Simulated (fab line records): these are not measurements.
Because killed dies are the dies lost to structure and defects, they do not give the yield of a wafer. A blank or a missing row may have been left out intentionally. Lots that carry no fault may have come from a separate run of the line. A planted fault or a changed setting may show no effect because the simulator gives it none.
A struck lot beside a sound one    flow n5_finfet    15 steps out of a route of 1938
Sound: the wafers L252.2, L252.4, L252.5. Struck: wafer L267.2 (left out: L267.1, L267.5 of the same lot, which were not struck); the cause appears at the end.
For every step that has rows: the tool of each side, followed by ch and its chambers, followed by its first start. Under that, the readings that differ: sound wafers    struck wafers    difference of the means    sigmas: that difference in standard deviations of wafers without a fault.
alike: words and numbers the same on both sides, and readings whose means are apart by under 2 such deviations; not compared: readings that were withheld, readings missing a value for some wafer, numbers with overlapping values and no deviation given by the record, and bounds like >300 which may hide the same value.
Wherever a step has rows on one side only, a row that says differs or no value, or a row with sigmas, the two part there. Numbers that have no deviation but don't overlap get no sigmas and don't part them. A reading that every wafer of one side lacks parts them only if that side has two wafers or more.

N5_BEOL_M7_STRIP_80: strips in N2/H2, time 10 s.
  sound: rie_diel-04 ch 1,2; struck: rie_diel-04 ch 1
  alike: drypump_motor_current_A, oes_product_au, rf_vpp_V, showerhead_plenum_p_Torr, throttle_valve_pct
  not compared: rf_hours_counter_h
N5_BEOL_M7_OCD_MEAS_38:
  sound on ocd-02 at day 10 08:04; struck on ocd-01 at day 13 14:13
  alike: trench_depth_nm
then, 4 steps without rows for these wafers: N5_BEOL_M7_HM_STRIP_39 (strips TiN in peroxide tin strip, target depth 25 nm, time 158 s); N5_BEOL_M7_SRD_40 (time 30 s); N5_BEOL_M7_PRECLEAN_42 (cleans in residue remover, time 60 s); N5_BEOL_M7_SRD_43 (time 30 s).
N5_BEOL_M7_CD_MEAS_35: target cd 40 nm.
  sound on cd_sem-03 at day 10 08:14; struck on cd_sem-02 at day 13 14:22
  alike: cd_nm
N5_BEOL_M7_CURE_75: cures SiCOH lowk, time 120 s.
  sound on uv_cure-01 ch 0, day 10 08:19; struck on uv_cure-02 ch 0, day 13 14:24
reading             sound              struck  difference  sigmas
lamp_power_pct (%)  52.29 52.36 52.23  52.44   +0.15       +3
  alike: wafer_temp_C_max
N5_BEOL_M7_DEGAS_44: time 60 s.
  sound on pvd_sputter-02 at day 10 11:53; struck on pvd_sputter-02 at day 13 14:47
reading             sound        struck  difference  sigmas
heater_power_w (W)  296 298 316  435     +132        +3
  alike: susceptor_temp_C
N5_BEOL_M7_PRE_CLEAN_45: time 30 s.
  sound on pvd_sputter-02 at day 10 11:56; struck on pvd_sputter-02 at day 13 14:49
reading             sound        struck  difference  sigmas
heater_power_w (W)  288 295 322  433     +131        +3
  alike: susceptor_temp_C
N5_BEOL_M7_ALD_77: deposits TaN, target thk 2 nm, pulse time 2 s, purge time 3 s.
  sound on ald_metal-02 ch 0,1,2, day 10 11:59; struck on ald_metal-03 ch 3, day 13 14:55
  alike: heater_power_w, mfc_carrier_sccm, precursor_vessel_pressure_torr, precursor_vessel_temp_c, susceptor_temp_C
next, for these wafers, 1 step has no rows: N5_BEOL_M7_SURFACE_TREAT_79.
N5_BEOL_M7_CVD_78: deposits Co from CCTBA/H2, target thk 2 nm, time 142.3 s.
  sound on cvd_co-01 ch 0,1,2, day 10 12:26; struck on cvd_co-02 ch 1, day 13 15:23
reading           sound              struck  difference  sigmas
run_length_s (s)  164.7 164.7 164.9  79.2    -85.6       -99 or more
then, 2 steps without rows for these wafers: N5_BEOL_M7_SPUTTER_48 (material Cu, target thk 10 nm, time 1.667 s); N5_PASSIVATION_PROBE_49.

== WHERE THEY PART ==
Earliest at N5_BEOL_M7_CURE_75; latest, in this record, at N5_BEOL_M7_CVD_78.

WHY: what the simulator had put in
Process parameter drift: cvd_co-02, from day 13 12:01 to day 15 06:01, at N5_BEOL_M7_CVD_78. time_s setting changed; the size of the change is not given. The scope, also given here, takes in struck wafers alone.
